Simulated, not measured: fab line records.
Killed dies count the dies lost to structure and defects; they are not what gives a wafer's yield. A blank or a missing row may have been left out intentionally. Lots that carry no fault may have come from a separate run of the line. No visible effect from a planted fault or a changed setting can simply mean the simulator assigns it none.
Which tool was responsible? / flow nand-harc / 12 lots, 36 wafers sampled, at 5 steps of a route of 1159

## WHAT THE GAUGES SHOWED, per wafer
NHARC_P_GATE_INSPECT_68. Usual: raw-defect-count at 196, with a standard deviation of 73.
lot=L423; measured=day 6 18:23; on=defect-inspect-02; raw-defect-count=240 354 231; flag=
lot=L427; measured=day 7 12:16; on=defect-inspect-01; raw-defect-count=136 175 137; flag=
lot=L431; measured=day 9 01:29; on=defect-inspect-02; raw-defect-count=234 164 299; flag=
lot=L432; measured=day 9 05:32; on=defect-inspect-01; raw-defect-count=119 125 101; flag=
lot=L434; measured=day 9 08:46; on=defect-inspect-01; raw-defect-count=227 216 256; flag=
lot=L435; measured=day 9 13:10; on=defect-inspect-02; raw-defect-count=83 141 175; flag=
lot=L437; measured=day 10 00:19; on=defect-inspect-02; raw-defect-count=188 175 302; flag=
lot=L438; measured=day 10 08:15; on=defect-inspect-01; raw-defect-count=154 151 194; flag=
lot=L440; measured=day 10 12:03; on=defect-inspect-01; raw-defect-count=208 301 196; flag=
lot=L439; measured=day 10 12:13; on=defect-inspect-01; raw-defect-count=213 162 125; flag=
lot=L441; measured=day 11 02:29; on=defect-inspect-02; raw-defect-count=215 197 153; flag=
lot=L442; measured=day 11 11:52; on=defect-inspect-02; raw-defect-count=320 119 148; flag=

NHARC_END_SORT_01. Usual: defect-limited-yield 95.3 %, standard deviation 1.7; killed-at-array 28, standard deviation 11; killed-at-other 0.5, standard deviation 0.85; killed-at-periphery 2.7, standard deviation 1.9; killed-dies 32, standard deviation 12; killed-open 3.3, standard deviation 1.6; killed-short 2.1, standard deviation 1.5; sort_bin_2_pct 1.5 %, standard deviation 0.71; sort_bin_3_pct 0.25 %, standard deviation 0.23; sort_bin_4_pct 3.0 %, standard deviation 1.1; sort-n-pass 645, standard deviation 12; sort-rim-yield-pct 95 %, standard deviation 3.1; sort-yield-pct 95.3 %, standard deviation 1.7.
lot=L423; measured=day 21 09:08; on=prober-01; defect-limited-yield (%)=0 95.9 97.0; killed-at-array=22 24 15; killed-at-other=0 0 0; killed-at-periphery=655 4 5; killed-dies=677 28 20; killed-open=4 1 2; killed-short=3 1 1; sort_bin_2_pct (%)=97.8 1.5 0.6; sort_bin_3_pct (%)=0.30 0.15 0.30; sort_bin_4_pct (%)=1.9 2.5 2.1; sort-n-pass=0 649 657; sort-rim-yield-pct (%)=0 100 93; sort-yield-pct (%)=0 95.9 97.0; flag=OFF
lot=L427; measured=day 21 18:26; on=prober-01; defect-limited-yield (%)=0.1 94.4 95.9; killed-at-array=35 35 26; killed-at-other=1 0 2; killed-at-periphery=640 3 0; killed-dies=676 38 28; killed-open=0 4 2; killed-short=3 2 0; sort_bin_2_pct (%)=95.9 0.9 1.2; sort_bin_3_pct (%)=0.44 0.59 0.15; sort_bin_4_pct (%)=3.5 4.1 2.8; sort-n-pass=1 639 649; sort-rim-yield-pct (%)=1 90 95; sort-yield-pct (%)=0.1 94.4 95.9; flag=OFF
lot=L431; measured=day 22 21:49; on=prober-01; defect-limited-yield (%)=95.0 93.1 94.5; killed-at-array=30 37 32; killed-at-other=0 0 1; killed-at-periphery=4 10 4; killed-dies=34 47 37; killed-open=2 4 3; killed-short=3 3 1; sort_bin_2_pct (%)=1.5 2.1 2.2; sort_bin_3_pct (%)=0.15 0.44 0.30; sort_bin_4_pct (%)=3.4 4.4 3.0; sort-n-pass=643 630 640; sort-rim-yield-pct (%)=96 92 95; sort-yield-pct (%)=95.0 93.1 94.5; flag=
lot=L432; measured=day 23 20:25; on=prober-01; defect-limited-yield (%)=91.9 93.5 94.8; killed-at-array=51 42 32; killed-at-other=0 0 1; killed-at-periphery=4 2 2; killed-dies=55 44 35; killed-open=6 4 2; killed-short=2 1 4; sort_bin_2_pct (%)=2.5 2.4 2.2; sort_bin_3_pct (%)=0.30 0.30 0.30; sort_bin_4_pct (%)=5.3 3.8 2.7; sort-n-pass=622 633 642; sort-rim-yield-pct (%)=96 92 92; sort-yield-pct (%)=91.9 93.5 94.8; flag=
lot=L434; measured=day 24 04:15; on=prober-01; defect-limited-yield (%)=96.9 97.8 96.9; killed-at-array=16 14 18; killed-at-other=3 0 0; killed-at-periphery=2 1 3; killed-dies=21 15 21; killed-open=2 3 5; killed-short=3 1 3; sort_bin_2_pct (%)=0.4 0.4 1.0; sort_bin_3_pct (%)=0 0 0.15; sort_bin_4_pct (%)=2.7 1.8 1.9; sort-n-pass=656 662 656; sort-rim-yield-pct (%)=98 100 98; sort-yield-pct (%)=96.9 97.8 96.9; flag=
lot=L435; measured=day 23 20:22; on=prober-02; defect-limited-yield (%)=96.0 96.0 95.7; killed-at-array=26 27 27; killed-at-other=0 0 0; killed-at-periphery=1 0 2; killed-dies=27 27 29; killed-open=2 4 3; killed-short=1 1 0; sort_bin_2_pct (%)=1.0 1.5 1.2; sort_bin_3_pct (%)=0.15 0 0.30; sort_bin_4_pct (%)=2.8 2.5 2.8; sort-n-pass=650 650 648; sort-rim-yield-pct (%)=92 94 94; sort-yield-pct (%)=96.0 96.0 95.7; flag=
lot=L437; measured=day 24 11:56; on=prober-02; defect-limited-yield (%)=98.1 96.5 97.0; killed-at-array=12 24 16; killed-at-other=0 0 0; killed-at-periphery=1 0 4; killed-dies=13 24 20; killed-open=1 4 2; killed-short=2 4 3; sort_bin_2_pct (%)=0.4 0.3 1.5; sort_bin_3_pct (%)=0.15 0.44 0.15; sort_bin_4_pct (%)=1.3 2.8 1.3; sort-n-pass=664 653 657; sort-rim-yield-pct (%)=97 96 99; sort-yield-pct (%)=98.1 96.5 97.0; flag=
lot=L438; measured=day 24 21:21; on=prober-02; defect-limited-yield (%)=95.7 93.2 92.9; killed-at-array=29 42 44; killed-at-other=0 0 0; killed-at-periphery=0 4 4; killed-dies=29 46 48; killed-open=0 3 4; killed-short=1 1 3; sort_bin_2_pct (%)=1.9 1.6 2.4; sort_bin_3_pct (%)=0.30 0.74 0.15; sort_bin_4_pct (%)=2.1 4.4 4.6; sort-n-pass=648 631 629; sort-rim-yield-pct (%)=95 98 90; sort-yield-pct (%)=95.7 93.2 92.9; flag=
lot=L440; measured=day 24 21:24; on=prober-01; defect-limited-yield (%)=93.5 94.2 95.7; killed-at-array=41 32 25; killed-at-other=1 0 1; killed-at-periphery=2 7 3; killed-dies=44 39 29; killed-open=2 5 0; killed-short=2 3 3; sort_bin_2_pct (%)=2.7 1.2 0.9; sort_bin_3_pct (%)=0.15 0.15 0.30; sort_bin_4_pct (%)=3.7 4.4 3.1; sort-n-pass=633 638 648; sort-rim-yield-pct (%)=92 98 93; sort-yield-pct (%)=93.5 94.2 95.7; flag=
lot=L439; measured=day 24 12:01; on=prober-01; defect-limited-yield (%)=93.4 91.9 93.8; killed-at-array=43 53 40; killed-at-other=0 0 0; killed-at-periphery=2 2 2; killed-dies=45 55 42; killed-open=4 5 3; killed-short=3 3 0; sort_bin_2_pct (%)=2.7 1.9 1.3; sort_bin_3_pct (%)=0.44 0.30 0.74; sort_bin_4_pct (%)=3.5 5.9 4.1; sort-n-pass=632 622 635; sort-rim-yield-pct (%)=89 90 93; sort-yield-pct (%)=93.4 91.9 93.8; flag=
lot=L441; measured=day 25 03:29; on=prober-01; defect-limited-yield (%)=92.6 92.3 93.9; killed-at-array=46 51 41; killed-at-other=0 1 0; killed-at-periphery=4 0 0; killed-dies=50 52 41; killed-open=4 0 0; killed-short=2 1 1; sort_bin_2_pct (%)=3.2 1.6 2.1; sort_bin_3_pct (%)=0.15 0.30 0.30; sort_bin_4_pct (%)=4.0 5.8 3.7; sort-n-pass=627 625 636; sort-rim-yield-pct (%)=95 99 93; sort-yield-pct (%)=92.6 92.3 93.9; flag=
lot=L442; measured=day 25 11:16; on=prober-01; defect-limited-yield (%)=95.0 95.9 94.5; killed-at-array=29 27 31; killed-at-other=0 0 0; killed-at-periphery=5 1 6; killed-dies=34 28 37; killed-open=4 4 5; killed-short=1 2 2; sort_bin_2_pct (%)=1.9 1.5 1.3; sort_bin_3_pct (%)=0 0.15 0.44; sort_bin_4_pct (%)=3.1 2.5 3.7; sort-n-pass=643 649 640; sort-rim-yield-pct (%)=99 96 96; sort-yield-pct (%)=95.0 95.9 94.5; flag=

## EACH LOT AND THE TOOL THAT RAN IT (in order: tool; ch and the chambers of the sampled wafers; start)
lot=L423; NHARC_P_CONTACT_DEGAS_38=pvd-sputter-01, day 6 21:47; NHARC_P_M0_ETCH_15=rie-diel-08 ch 1,2,3, day 7 01:29; NHARC_P_M0_ANNEAL_30=rtp-anneal-02 ch 0, day 7 03:02
lot=L427; NHARC_P_CONTACT_DEGAS_38=pvd-sputter-03, day 7 16:04; NHARC_P_M0_ETCH_15=rie-diel-08 ch 1,2,3, day 7 20:35; NHARC_P_M0_ANNEAL_30=rtp-anneal-01 ch 0, day 7 22:05
lot=L431; NHARC_P_CONTACT_DEGAS_38=pvd-sputter-01, day 9 05:26; NHARC_P_M0_ETCH_15=rie-diel-04 ch 1,2, day 9 16:18; NHARC_P_M0_ANNEAL_30=rtp-anneal-02 ch 0, day 9 17:46
lot=L432; NHARC_P_CONTACT_DEGAS_38=pvd-sputter-03, day 9 08:55; NHARC_P_M0_ETCH_15=rie-diel-04 ch 1,2,3, day 9 21:34; NHARC_P_M0_ANNEAL_30=rtp-anneal-01 ch 0, day 9 23:02
lot=L434; NHARC_P_CONTACT_DEGAS_38=pvd-sputter-01, day 9 12:12; NHARC_P_M0_ETCH_15=rie-diel-01 ch 0,3, day 9 23:34; NHARC_P_M0_ANNEAL_30=rtp-anneal-01 ch 0, day 10 01:06
lot=L435; NHARC_P_CONTACT_DEGAS_38=pvd-sputter-01, day 9 16:26; NHARC_P_M0_ETCH_15=rie-diel-04 ch 0,2,3, day 10 00:00; NHARC_P_M0_ANNEAL_30=rtp-anneal-01 ch 0, day 10 01:31
lot=L437; NHARC_P_CONTACT_DEGAS_38=pvd-sputter-03, day 10 03:58; NHARC_P_M0_ETCH_15=rie-diel-08 ch 0,1,2, day 10 09:52; NHARC_P_M0_ANNEAL_30=rtp-anneal-01 ch 0, day 10 11:30
lot=L438; NHARC_P_CONTACT_DEGAS_38=pvd-sputter-03, day 10 11:43; NHARC_P_M0_ETCH_15=rie-diel-01 ch 1,2,3, day 10 14:42; NHARC_P_M0_ANNEAL_30=rtp-anneal-01 ch 0, day 10 16:28
lot=L440; NHARC_P_CONTACT_DEGAS_38=pvd-sputter-02, day 10 16:09; NHARC_P_M0_ETCH_15=rie-diel-08 ch 0,1,3, day 10 18:56; NHARC_P_M0_ANNEAL_30=rtp-anneal-01 ch 0, day 10 20:31
lot=L439; NHARC_P_CONTACT_DEGAS_38=pvd-sputter-03, day 10 16:31; NHARC_P_M0_ETCH_15=rie-diel-04 ch 1,2,3, day 10 19:16; NHARC_P_M0_ANNEAL_30=rtp-anneal-01 ch 0, day 10 20:49
lot=L441; NHARC_P_CONTACT_DEGAS_38=pvd-sputter-01, day 11 06:25; NHARC_P_M0_ETCH_15=rie-diel-04 ch 1,2,3, day 11 09:20; NHARC_P_M0_ANNEAL_30=rtp-anneal-02 ch 0, day 11 10:52
lot=L442; NHARC_P_CONTACT_DEGAS_38=pvd-sputter-02, day 11 15:16; NHARC_P_M0_ETCH_15=rie-diel-04 ch 1,2,3, day 11 22:52; NHARC_P_M0_ANNEAL_30=rtp-anneal-02 ch 0, day 12 00:23
- NHARC_P_CONTACT_DEGAS_38: time 60 s.
- NHARC_P_M0_ETCH_15: etches the open film in C4F8/Ar, target depth 150 nm, overetch 15 nm, time 82.5 s.
- NHARC_P_M0_ANNEAL_30: time 90 s.

## AS READ BY THE TOOLS THEMSELVES (means over the sampled wafers that have a number; for cases with no such wafer, the mark the record gives instead)
NHARC_P_CONTACT_DEGAS_38. Usual: heater-power-w at 461 W, with a standard deviation of 49.
lot=L423; tool=pvd-sputter-01; heater-power-w (W)=482; flag=
lot=L427; tool=pvd-sputter-03; heater-power-w (W)=457; flag=
lot=L431; tool=pvd-sputter-01; heater-power-w (W)=528; flag=
lot=L432; tool=pvd-sputter-03; heater-power-w (W)=436; flag=
lot=L434; tool=pvd-sputter-01; heater-power-w (W)=507; flag=
lot=L435; tool=pvd-sputter-01; heater-power-w (W)=514; flag=
lot=L437; tool=pvd-sputter-03; heater-power-w (W)=454; flag=
lot=L438; tool=pvd-sputter-03; heater-power-w (W)=428; flag=
lot=L440; tool=pvd-sputter-02; heater-power-w (W)=473; flag=
lot=L439; tool=pvd-sputter-03; heater-power-w (W)=416; flag=
lot=L441; tool=pvd-sputter-01; heater-power-w (W)=497; flag=
lot=L442; tool=pvd-sputter-02; heater-power-w (W)=456; flag=

NHARC_P_M0_ETCH_15. Usual: oes-product-au 0.964 a.u., standard deviation 0.02; rf-vpp-V 439.5 V, standard deviation 2.6; run-length-s 103.7 s, standard deviation 0.39.
lot=L423; tool=rie-diel-08; oes-product-au (a.u.)=0.975; rf-vpp-V (V)=439.1; run-length-s (s)=100.1; flag=OFF
lot=L427; tool=rie-diel-08; oes-product-au (a.u.)=0.957; rf-vpp-V (V)=439.3; run-length-s (s)=100.4; flag=OFF
lot=L431; tool=rie-diel-04; oes-product-au (a.u.)=0.977; rf-vpp-V (V)=437.9; run-length-s (s)=103.4; flag=
lot=L432; tool=rie-diel-04; oes-product-au (a.u.)=0.964; rf-vpp-V (V)=440.4; run-length-s (s)=103.7; flag=
lot=L434; tool=rie-diel-01; oes-product-au (a.u.)=0.992; rf-vpp-V (V)=437.4; run-length-s (s)=103.4; flag=
lot=L435; tool=rie-diel-04; oes-product-au (a.u.)=0.970; rf-vpp-V (V)=440.0; run-length-s (s)=103.8; flag=
lot=L437; tool=rie-diel-08; oes-product-au (a.u.)=0.976; rf-vpp-V (V)=438.7; run-length-s (s)=103.7; flag=
lot=L438; tool=rie-diel-01; oes-product-au (a.u.)=0.991; rf-vpp-V (V)=441.6; run-length-s (s)=103.9; flag=
lot=L440; tool=rie-diel-08; oes-product-au (a.u.)=0.929; rf-vpp-V (V)=438.8; run-length-s (s)=103.6; flag=
lot=L439; tool=rie-diel-04; oes-product-au (a.u.)=0.965; rf-vpp-V (V)=441.0; run-length-s (s)=103.6; flag=
lot=L441; tool=rie-diel-04; oes-product-au (a.u.)=0.977; rf-vpp-V (V)=440.6; run-length-s (s)=103.8; flag=
lot=L442; tool=rie-diel-04; oes-product-au (a.u.)=0.973; rf-vpp-V (V)=440.6; run-length-s (s)=103.6; flag=

NHARC_P_M0_ANNEAL_30. Usual: anneal-temp-c 225.02 C, standard deviation 0.16; wafer_temp_C_max 225.95, standard deviation 0.25.
lot=L423; tool=rtp-anneal-02; anneal-temp-c (C)=224.96; wafer_temp_C_max=226.00; flag=
lot=L427; tool=rtp-anneal-01; anneal-temp-c (C)=225.13; wafer_temp_C_max=225.73; flag=
lot=L431; tool=rtp-anneal-02; anneal-temp-c (C)=225.08; wafer_temp_C_max=225.80; flag=
lot=L432; tool=rtp-anneal-01; anneal-temp-c (C)=225.14; wafer_temp_C_max=225.95; flag=
lot=L434; tool=rtp-anneal-01; anneal-temp-c (C)=224.93; wafer_temp_C_max=225.56; flag=
lot=L435; tool=rtp-anneal-01; anneal-temp-c (C)=225.04; wafer_temp_C_max=225.97; flag=
lot=L437; tool=rtp-anneal-01; anneal-temp-c (C)=224.83; wafer_temp_C_max=225.87; flag=
lot=L438; tool=rtp-anneal-01; anneal-temp-c (C)=225.00; wafer_temp_C_max=225.89; flag=
lot=L440; tool=rtp-anneal-01; anneal-temp-c (C)=225.08; wafer_temp_C_max=226.23; flag=
lot=L439; tool=rtp-anneal-01; anneal-temp-c (C)=225.00; wafer_temp_C_max=225.88; flag=
lot=L441; tool=rtp-anneal-02; anneal-temp-c (C)=225.12; wafer_temp_C_max=226.15; flag=
lot=L442; tool=rtp-anneal-02; anneal-temp-c (C)=224.78; wafer_temp_C_max=226.19; flag=

## THE ANSWER, worked out from the rows above alone
Rule: take the mean of a lot's wafers that have a number; if it is more than 3 standard deviations from the usual mean, the lot is off. Also off: a lot with no number at a reading for which 4 or more lots have one. All remaining lots with rows at the step are treated as sound. First the gauges in route order, then the tools' own readings, where a lot's mean is used as printed above. The first step at which some lot is off is used, and at that step the reading that is off furthest; a lot without a number counts as furthest.
Off at NHARC_END_SORT_01 (killed-at-periphery): L423, L427.
A tool fits if, at a process step before that reading, it ran every lot that is off, and no sound lot after the first of them. Not tried: the gauges at NHARC_END_SORT_01; whatever is off there is also off at NHARC_P_M0_ETCH_15, on other tools, and gauge error can't account for it. None of those tried fits.

## WHAT THE SIMULATOR PUT IN
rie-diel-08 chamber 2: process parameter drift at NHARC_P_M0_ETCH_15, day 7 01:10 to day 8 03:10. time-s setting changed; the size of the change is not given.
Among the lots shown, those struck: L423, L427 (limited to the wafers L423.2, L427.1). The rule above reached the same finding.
